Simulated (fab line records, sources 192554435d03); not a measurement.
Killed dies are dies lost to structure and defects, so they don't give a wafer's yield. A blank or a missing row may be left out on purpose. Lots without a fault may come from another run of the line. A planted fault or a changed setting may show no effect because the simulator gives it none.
fab line records | flow n5_finfet
record lots=10 wafers=30 last_day=18
route steps=1938 shown MOL_CONTACT_COAG@627 BEOL_M0_SAQP@636 BEOL_M4@1111
lots that met no fault: from a run of the same line without faults
start_h: hours from the record's first day to the start of the lot's first wafer shown | wait_h: hours since the lot's step before | " the same as in the row above | L1.1+2: a row that stands for several wafers | - no value, or no start given | * or withheld: withheld | < > ~ a bound
route shown NAME@n: a module of which the file shows steps, and the number in the route of the first | usual: mean/standard deviation of fault-free wafers | same: alike in all rows | chamber/n: place in a boat | sites: the reading at each site | _std_site: their standard deviation | _edge_site: outer sites' mean less inner sites' | radius_mm: how far each site lies from the wafer's centre | mask NAME#n: copy n | behind: the tool/chamber that last shaped the wafer | hold: why the lot was held/for how many hours/how that ended | device: the transistor (n, p or np) that didn't switch | end of line: the same wafers' tests at the end of the route | a step without rows: its recipe alone | killed: dies lost to structure and defects at the first sort, not the wafer's yield | map: a wafer's dies, x killed, . not, _ none there
set.NAME: the setting as run; set.NAME@STEP: as run at that earlier step | model.NAME: the simulator's own value behind a step, which no gauge read
steps of the route over a sample of lots; a table a step, a row a wafer
services: from which hour (start_h, from the record's first day; less than 0 if before it) a tool's chamber was out of use, for how many hours, and why
## steps
# step N5_MOL_CONTACT_COAG_CMP_52
# recipe stop_on=SiO2 t_overpolish_s=1.5 post_cmp_clean=w_dilute_nh4oh down_force_psi=4 platen_rpm=50.289 pad_velocity_m_s=1.0006 target_thk_nm=66.5
# usual motor_current_A=11.9/1.2 overpolish_run_s=1.501/0.0096 time_to_endpoint_s=13.7/2.5
# columns lot.wafer tool chamber start_h wait_h motor_current_A overpolish_run_s time_to_endpoint_s
L958.4 cmp-01 1 102.69 0.0 13.6 1.505 13.3
L958.3 " 2 " " 12.8 1.516 9.2
L958.2 " 3 " " 10.0 1.511 12.6
L967.3 cmp-01 1 154.40 0.1 12.7 1.514 17.0
L967.2 " 3 " " 10.8 1.478 10.7
L967.6 " 0 " " 12.3 1.507 12.9
L969.3 cmp-02 0 165.00 0.2 10.5 1.474 15.6
L969.2 " 1 " " 12.6 1.495 15.9
L969.1 " 2 " " 11.1 1.516 13.4
L970.4 cmp-01 3 183.45 0.1 10.1 1.492 10.9
L970.5 " 2 " " 12.1 1.503 12.7
L970.6 " 3 " " 10.2 1.498 11.2
L971.4 cmp-03 2 184.20 0.1 11.0 1.497 18.0
L971.2 " 0 " " 11.4 1.513 15.7
L971.5 " 2 " " 12.4 1.510 16.3
L973.3 cmp-02 3 191.52 0.1 10.5 1.496 9.4
L973.4 " 0 " " 10.1 1.496 10.5
L973.5 " 2 " " 11.6 1.519 10.4
L975.3 cmp-02 2 201.83 0.1 11.1 1.511 10.7
L975.1 " 3 " " 10.6 1.502 11.7
L975.6 " 1 " " 12.4 1.502 11.5
L977.3 cmp-02 0 218.26 0.1 9.9 1.516 17.7
L977.1 " 2 " " 11.5 1.506 13.2
L977.6 " 3 " " 10.2 1.514 14.6
L978.3 cmp-01 0 222.86 0.0 13.1 1.506 13.5
L978.2 " 1 " " 13.5 1.510 17.8
L978.1 " 3 " " 10.7 1.489 14.9
L981.1 cmp-01 0 242.15 0.0 13.0 1.505 10.3
L981.3 " 2 " " 12.2 1.500 9.2
L981.6 " 1 " " 13.2 1.493 12.1
# step N5_BEOL_M0_SAQP_PECVD_96
# recipe material=a-Si target_thk_a=450 temp_c=350 precursor=SiH4/He pressure_torr=3 rf_w=100 time_s=45.2
# usual heater_power_w=631/94 run_length_s=81.3/0.55 showerhead_plenum_p_Torr=5.67/0.031 throttle_valve_pct=18.4/0.93
# columns lot.wafer tool chamber start_h wait_h heater_power_w run_length_s showerhead_plenum_p_Torr throttle_valve_pct
L958.2 pecvd-01 0 109.29 0.0 613 80.3 5.60 16.8
L958.3 " 0 " " 609 81.2 5.60 17.1
L958.4 " 2 " " 534 81.8 5.67 17.9
L967.2 pecvd-01 0 159.41 0.0 603 79.2 5.61 17.0
L967.3 " 2 " " 548 81.8 5.64 17.8
L967.6 " 2 " " 535 79.2 5.67 18.0
L969.1 pecvd-01 0 171.57 0.0 580 79.0 5.62 17.1
L969.2 " 1 " " 521 80.0 5.65 18.6
L969.3 " 2 " " 498 81.2 5.64 18.2
L970.4 pecvd-03 0 187.79 0.0 535 80.7 5.63 20.3
L970.5 " 2 " " 795 80.6 5.67 17.5
L970.6 " 1 " " 651 81.4 5.69 18.8
L971.2 pecvd-04 1 191.70 0.0 599 81.1 5.70 19.0
L971.4 " 2 " " 591 81.2 5.65 17.8
L971.5 " 1 " " 616 80.8 5.70 18.6
L973.3 pecvd-03 0 196.63 0.0 568 80.9 5.63 20.1
L973.4 " 2 " " 779 81.3 5.68 17.7
L973.5 " 1 " " 686 82.2 5.66 19.0
L975.1 pecvd-03 2 206.88 0.0 752 80.6 5.67 17.4
L975.3 " 1 " " 598 82.4 5.68 18.6
L975.6 " 0 " " 511 80.9 5.63 20.5
L977.1 pecvd-04 0 222.58 0.0 742 82.0 5.71 18.4
L977.3 " 2 " " 612 81.7 5.66 18.0
L977.6 " 0 " " 737 82.2 5.71 18.2
L978.1 pecvd-03 0 227.96 0.0 550 80.4 5.65 20.1
L978.2 " 2 " " 764 80.6 5.67 17.9
L978.3 " 1 " " 673 81.3 5.68 19.0
L981.1 pecvd-03 2 248.39 0.0 789 80.7 5.69 17.3
L981.3 " 1 " " 608 81.2 5.68 18.8
L981.6 " 0 " " 533 81.3 5.64 20.4
# step N5_BEOL_M0_SAQP_PECVD_97
# recipe material=SiNx target_thk_a=230 temp_c=350 precursor=SiH4/NH3/N2 pressure_torr=1.5 rf_w=300 time_s=19.9
# usual heater_power_w=552/85 showerhead_plenum_p_Torr=5.14/0.04 throttle_valve_pct=40.5/2
# columns lot.wafer tool chamber start_h wait_h heater_power_w showerhead_plenum_p_Torr throttle_valve_pct
L958.2 pecvd-01 0 109.36 0.0 498 5.08 37.3
L958.3 " 0 " " 488 5.07 37.5
L958.4 " 2 " " 446 5.11 39.6
L967.2 pecvd-01 0 159.45 0.0 537 5.07 37.5
L967.3 " 2 " " 438 5.13 39.6
L967.6 " 2 " " 441 5.13 39.7
L969.1 pecvd-01 0 171.62 0.0 521 5.08 37.4
L969.2 " 1 " " 427 5.12 40.9
L969.3 " 2 " " 454 5.12 39.5
L970.4 pecvd-03 0 187.83 0.0 498 5.11 44.3
L970.5 " 2 " " 641 5.13 38.4
L970.6 " 1 " " 623 5.15 41.5
L971.2 pecvd-04 1 191.74 0.0 479 5.20 41.0
L971.4 " 2 " " 552 5.12 39.1
L971.5 " 1 " " 475 5.20 41.4
L973.3 pecvd-03 0 196.68 0.0 450 5.10 44.5
L973.4 " 2 " " 739 5.14 38.8
L973.5 " 1 " " 620 5.15 41.6
L975.1 pecvd-03 2 206.92 0.0 747 5.15 38.8
L975.3 " 1 " " 596 5.14 41.5
L975.6 " 0 " " 489 5.11 44.6
L977.1 pecvd-04 0 222.63 0.0 599 5.21 40.0
L977.3 " 2 " " 582 5.13 39.1
L977.6 " 0 " " 614 5.20 40.3
L978.1 pecvd-03 0 228.01 0.0 480 5.10 44.7
L978.2 " 2 " " 700 5.15 39.0
L978.3 " 1 " " 599 5.15 41.2
L981.1 pecvd-03 2 248.43 0.0 728 5.14 38.4
L981.3 " 1 " " 577 5.15 41.4
L981.6 " 0 " " 474 5.10 44.4
# step N5_BEOL_M0_SAQP_HM_DEP_111
# recipe material=SiO2 target_thk_a=120 temp_c=400 precursor=SiH4/N2O pressure_torr=0.75 rf_w=275 time_s=7.2
# usual heater_power_w=761/120 showerhead_plenum_p_Torr=8.13/0.081
# columns lot.wafer tool chamber start_h wait_h heater_power_w showerhead_plenum_p_Torr
L958.2 pecvd-04 1 109.59 0.0 664 8.28
L958.3 " 2 " " 718 8.10
L958.4 " 1 " " 656 8.27
L967.2 pecvd-03 2 159.62 0.0 992 8.15
L967.3 " 1 " " 806 8.17
L967.6 " 2 " " 1005 8.18
L969.1 pecvd-03 0 171.79 0.0 643 8.05
L969.2 " 1 " " 822 8.17
L969.3 " 2 " " 877 8.15
L970.4 pecvd-03 0 188.01 0.1 680 8.05
L970.5 " 1 " " 831 8.16
L970.6 " 2 " " 987 8.15
L971.2 pecvd-01 1 191.91 0.0 606 8.13
L971.4 " 2 " " 606 8.10
L971.5 " 0 " " 703 8.00
L973.3 pecvd-04 1 196.85 0.0 720 8.26
L973.4 " 1 " " 720 8.25
L973.5 " 0 " " 951 8.28
L975.1 pecvd-01 1 207.09 0.0 708 8.15
L975.3 " 0 " " 757 7.99
L975.6 " 2 " " 694 8.11
L977.1 pecvd-04 0 222.80 0.0 930 8.29
L977.3 " 1 " " 684 8.25
L977.6 " 0 " " 939 8.26
L978.1 pecvd-01 0 228.18 0.0 766 7.99
L978.2 " 1 " " 724 8.12
L978.3 " 2 " " 582 8.10
L981.1 pecvd-01 0 248.61 0.0 677 8.01
L981.3 " 1 " " 657 8.14
L981.6 " 2 " " 626 8.10
# step N5_BEOL_M4_RC_MEAS_101
# usual DIBL_N=36.2/1.2 DIBL_P=36.3/1.3 IOFF_N=0.155/0.019 IOFF_P=0.210/0.029 ION_N=677/8.6 ION_P=465/6.8 SS_N=71.4/0.48 SS_P=73.2/0.53 VT_N=249.9/2.4 VT_P=-250/3.2
# columns lot.wafer tool chamber start_h wait_h DIBL_N[mV/V] DIBL_P[mV/V] IOFF_N[nA/um] IOFF_P[nA/um] ION_N[uA/um] ION_P[uA/um] SS_N[mV/dec] SS_P[mV/dec] VT_N[mV] VT_P[mV]
L958.2 prober-02 0 158.43 0.2 36.5 36.8 0.157 0.199 672 464 71.7 72.9 250.5 -252
L958.3 " 0 " " 36.3 36.4 0.153 0.198 673 459 71.1 73.6 251.6 -250
L958.4 " 0 " " 37.5 37.9 0.178 0.220 685 469 71.9 72.6 249.3 -250
L967.2 prober-01 0 224.86 0.2 37.3 38.1 0.192 0.255 688 467 71.8 74.0 248.3 -245
L967.3 " 0 " " 35.2 36.1 0.156 0.230 674 461 71.5 73.6 248.8 -245
L967.6 " 0 " " 35.7 36.5 0.164 0.228 676 467 71.1 72.9 248.3 -249
L969.1 prober-01 0 253.57 0.0 35.5 35.8 0.165 0.222 687 467 71.0 73.1 245.4 -249
L969.2 " 0 " " 37.7 37.8 0.204 0.267 678 470 71.8 73.8 246.3 -248
L969.3 " 0 " " 35.9 35.3 0.152 0.218 678 469 71.9 73.3 252.4 -250
L970.4 prober-01 0 261.68 0.5 35.9 36.1 0.138 0.197 662 462 71.7 73.6 251.8 -250
L970.5 " 0 " " 34.9 34.8 0.127 0.173 664 461 71.5 72.1 252.5 -252
L970.6 " 0 " " 37.9 38.3 0.181 0.234 681 466 72.2 73.4 248.7 -250
L973.3 prober-01 0 265.65 0.3 37.0 37.8 0.187 0.269 680 469 71.5 74.1 245.6 -244
L973.4 " 0 " " 36.3 37.1 0.175 0.266 696 479 71.9 73.7 247.8 -247
L973.5 " 0 " " 36.7 37.1 0.172 0.257 686 478 71.8 73.1 245.8 -246
L971.2 prober-01 0 268.20 0.2 37.0 35.5 0.158 0.207 678 463 71.4 73.4 250.1 -250
L971.4 " 0 " " 35.7 34.1 0.138 0.196 683 472 71.5 72.2 250.8 -245
L971.5 " 0 " " 39.4 38.0 0.196 0.252 681 469 71.9 73.3 247.5 -245
L977.1 prober-02 0 284.92 0.0 35.8 36.8 0.170 0.225 678 472 71.5 73.3 245.8 -248
L977.3 " 0 " " 35.6 36.4 0.158 0.217 681 469 71.2 73.2 249.6 -248
L977.6 " 0 " " 34.0 34.9 0.139 0.197 679 467 70.5 73.4 247.4 -249
L975.1 prober-02 0 292.39 0.0 38.3 36.4 0.164 0.178 679 460 70.9 73.2 250.1 -255
L975.3 " 0 " " 38.5 36.8 0.166 0.186 676 451 71.7 73.6 251.8 -254
L975.6 " 0 " " 37.0 35.2 0.143 0.159 678 459 71.3 72.5 249.1 -256
L978.1 prober-02 0 303.74 0.0 34.4 35.3 0.122 0.160 668 457 70.6 72.8 253.7 -255
L978.2 " 0 " " 35.5 36.5 0.139 0.180 681 462 71.3 73.1 249.6 -254
L978.3 " 0 " " 35.8 36.0 0.135 0.172 664 452 71.3 72.6 249.5 -251
L981.1 prober-02 0 322.78 0.0 35.4 33.4 0.128 0.159 657 451 70.9 72.4 252.2 -254
L981.3 " 0 " " 36.9 35.5 0.159 0.188 673 459 71.7 72.8 250.4 -251
L981.6 " 0 " " 37.4 36.0 0.164 0.199 674 458 71.9 73.6 249.7 -252
## services
# columns tool chamber start_h hours kind
cmp-01 - 80.99 1.0 repair
cmp-03 - 91.12 5.3 pm
pecvd-01 0 100.30 2.1 scheduled_down
pecvd-03 2 103.70 5.5 scheduled_down
pecvd-04 0 106.70 2.1 scheduled_down
pecvd-01 1 108.38 5.5 scheduled_down
cmp-01 - 118.38 4.0 pm
cmp-01 - 122.38 - consumable_replace:conditioner
cmp-01 - 122.38 - consumable_replace:pad
cmp-02 - 129.15 2.0 repair
pecvd-01 0 130.82 18.9 repair
pecvd-01 2 152.71 5.5 scheduled_down
pecvd-04 - 158.24 2.8 pm
pecvd-01 - 168.97 1.6 repair
pecvd-04 - 184.15 6.0 pm
cmp-02 - 184.37 4.0 pm
cmp-03 - 186.39 4.2 pm
cmp-02 - 188.37 - consumable_replace:conditioner
cmp-02 - 188.37 - consumable_replace:pad
cmp-01 - 191.57 0.8 repair
pecvd-03 1 210.96 3.6 repair
cmp-01 - 217.95 2.7 repair
cmp-03 - 242.73 1.8 repair
## key
first_sign step=N5_BEOL_M0_SAQP_PECVD_96 reading=run_length_s direction=down sigmas=3.5 usual=* struck=*
effect none on later readings
met_at N5_BEOL_M0_SAQP_PECVD_96
struck_lots L967,L969
struck_wafers L967.2,L967.6,L969.1,L969.2
not_acting_at N5_MOL_CONTACT_COAG_CMP_52,N5_BEOL_M0_SAQP_PECVD_97,N5_BEOL_M0_SAQP_HM_DEP_111
onset_between 109.29 159.41
fault kind=process_parameter_drift tool=pecvd-01 chamber=- onset_h=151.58 steps=N5_BEOL_M0_SAQP_PECVD_96 channel=time_s offset=* shape=step end_h=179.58 scope=struck_wafers_only acts_in=* stated=*
